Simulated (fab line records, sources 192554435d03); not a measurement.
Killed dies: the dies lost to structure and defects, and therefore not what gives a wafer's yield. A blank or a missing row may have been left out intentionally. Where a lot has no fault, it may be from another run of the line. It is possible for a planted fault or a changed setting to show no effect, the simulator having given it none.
Matching of chambers :: flow n5Finfet :: N5_BEOL_M2_PECVD_72 on pecvd-01: 3 sister chambers
The step deposits SiO2 from TEOS/O2, target thk 16 nm, time 18 s. 20 wafers are shown with their chamber, then 10 later ones without.

WAFERS WITH THEIR CHAMBER
wafer: L074.1
chamber: 0
throttleValvePct (%): 22.5
showerheadPlenumPTorr (Torr): 8.88
heaterPowerW (W): 850

wafer: L074.4
chamber: 2
throttleValvePct (%): 20.7
showerheadPlenumPTorr (Torr): 8.82
heaterPowerW (W): 790

wafer: L074.5
chamber: 1
throttleValvePct (%): 23.5
showerheadPlenumPTorr (Torr): 8.77
heaterPowerW (W): 755

wafer: L075.3
chamber: 2
throttleValvePct (%): 20.6
showerheadPlenumPTorr (Torr): 8.81
heaterPowerW (W): 686

wafer: L075.5
chamber: 1
throttleValvePct (%): 23.6
showerheadPlenumPTorr (Torr): 8.78
heaterPowerW (W): 771

wafer: L075.6
chamber: 2
throttleValvePct (%): 20.7
showerheadPlenumPTorr (Torr): 8.83
heaterPowerW (W): 672

wafer: L078.1
chamber: 1
throttleValvePct (%): 23.5
showerheadPlenumPTorr (Torr): 8.77
heaterPowerW (W): 720

wafer: L078.4
chamber: 2
throttleValvePct (%): 20.6
showerheadPlenumPTorr (Torr): 8.78
heaterPowerW (W): 683

wafer: L078.5
chamber: 2
throttleValvePct (%): 20.7
showerheadPlenumPTorr (Torr): 8.83
heaterPowerW (W): 686

wafer: L080.1
chamber: 0
throttleValvePct (%): 22.8
showerheadPlenumPTorr (Torr): 8.88
heaterPowerW (W): 800

wafer: L080.2
chamber: 2
throttleValvePct (%): 20.7
showerheadPlenumPTorr (Torr): 8.79
heaterPowerW (W): 785

wafer: L080.5
chamber: 2
throttleValvePct (%): 20.3
showerheadPlenumPTorr (Torr): 8.81
heaterPowerW (W): 778

wafer: L083.1
chamber: 0
throttleValvePct (%): 22.8
showerheadPlenumPTorr (Torr): 8.89
heaterPowerW (W): 842

wafer: L083.2
chamber: 2
throttleValvePct (%): 20.6
showerheadPlenumPTorr (Torr): 8.81
heaterPowerW (W): 808

wafer: L083.5
chamber: 0
throttleValvePct (%): 22.8
showerheadPlenumPTorr (Torr): 8.89
heaterPowerW (W): 823

wafer: L089.1
chamber: 2
throttleValvePct (%): 20.6
showerheadPlenumPTorr (Torr): 8.80
heaterPowerW (W): 810

wafer: L089.4
chamber: 2
throttleValvePct (%): 20.8
showerheadPlenumPTorr (Torr): 8.79
heaterPowerW (W): 789

wafer: L089.6
chamber: 0
throttleValvePct (%): 22.9
showerheadPlenumPTorr (Torr): 8.88
heaterPowerW (W): 698

wafer: L091.1
chamber: 1
throttleValvePct (%): 23.4
showerheadPlenumPTorr (Torr): 8.77
heaterPowerW (W): 724

wafer: L091.4
chamber: 2
throttleValvePct (%): 20.8
showerheadPlenumPTorr (Torr): 8.81
heaterPowerW (W): 806

SIGNATURES, as means of the wafers listed above
reading: throttleValvePct
chamber 0: 22.760
chamber 1: 23.500
chamber 2: 20.645
scatter within a chamber: 0.133

reading: showerheadPlenumPTorr
chamber 0: 8.8840
chamber 1: 8.7725
chamber 2: 8.8073
scatter within a chamber: 0.0129

reading: heaterPowerW
chamber 0: 802.60
chamber 1: 742.50
chamber 2: 753.91
scatter within a chamber: 54.7
Rule: a wafer's distance from a chamber is the root of the sum, over the readings, of the square of ((its reading less the chamber's mean) divided by the reading's scatter). The wafer belongs to the nearest chamber; if the next one is less than 2 further off, it can't be placed. The scatter: take each reading less its chamber's mean, square it, sum over the shown wafers, divide by the number of wafers less the number of chambers, and take the root.

WAFERS WHOSE CHAMBER IS MISSING
wafer: L091.5
throttleValvePct (%): 22.7
showerheadPlenumPTorr (Torr): 8.86
heaterPowerW (W): 838

wafer: L092.1
throttleValvePct (%): 22.8
showerheadPlenumPTorr (Torr): 8.88
heaterPowerW (W): 685

wafer: L092.4
throttleValvePct (%): 20.7
showerheadPlenumPTorr (Torr): 8.80
heaterPowerW (W): 704

wafer: L092.5
throttleValvePct (%): 23.0
showerheadPlenumPTorr (Torr): 8.86
heaterPowerW (W): 684

wafer: L093.1
throttleValvePct (%): 22.7
showerheadPlenumPTorr (Torr): 8.88
heaterPowerW (W): 827

wafer: L093.4
throttleValvePct (%): 22.8
showerheadPlenumPTorr (Torr): 8.88
heaterPowerW (W): 840

wafer: L093.6
throttleValvePct (%): 23.4
showerheadPlenumPTorr (Torr): 8.76
heaterPowerW (W): 789

wafer: L095.3
throttleValvePct (%): 22.9
showerheadPlenumPTorr (Torr): 8.86
heaterPowerW (W): 815

wafer: L095.5
throttleValvePct (%): 20.9
showerheadPlenumPTorr (Torr): 8.79
heaterPowerW (W): 726

wafer: L095.6
throttleValvePct (%): 23.3
showerheadPlenumPTorr (Torr): 8.75
heaterPowerW (W): 801

WHICH CHAMBER EACH ONE RAN IN
wafer: L091.5
from the rows above: 0
in truth: 0

wafer: L092.1
from the rows above: 0
in truth: 0

wafer: L092.4
from the rows above: 2
in truth: 2

wafer: L092.5
from the rows above: 0
in truth: 0

wafer: L093.1
from the rows above: 0
in truth: 0

wafer: L093.4
from the rows above: 0
in truth: 0

wafer: L093.6
from the rows above: 1
in truth: 1

wafer: L095.3
from the rows above: 0
in truth: 0

wafer: L095.5
from the rows above: 2
in truth: 2

wafer: L095.6
from the rows above: 1
in truth: 1
10 of 10 placed correctly. Left unplaced by these rows: 0. Number placed wrongly: 0.
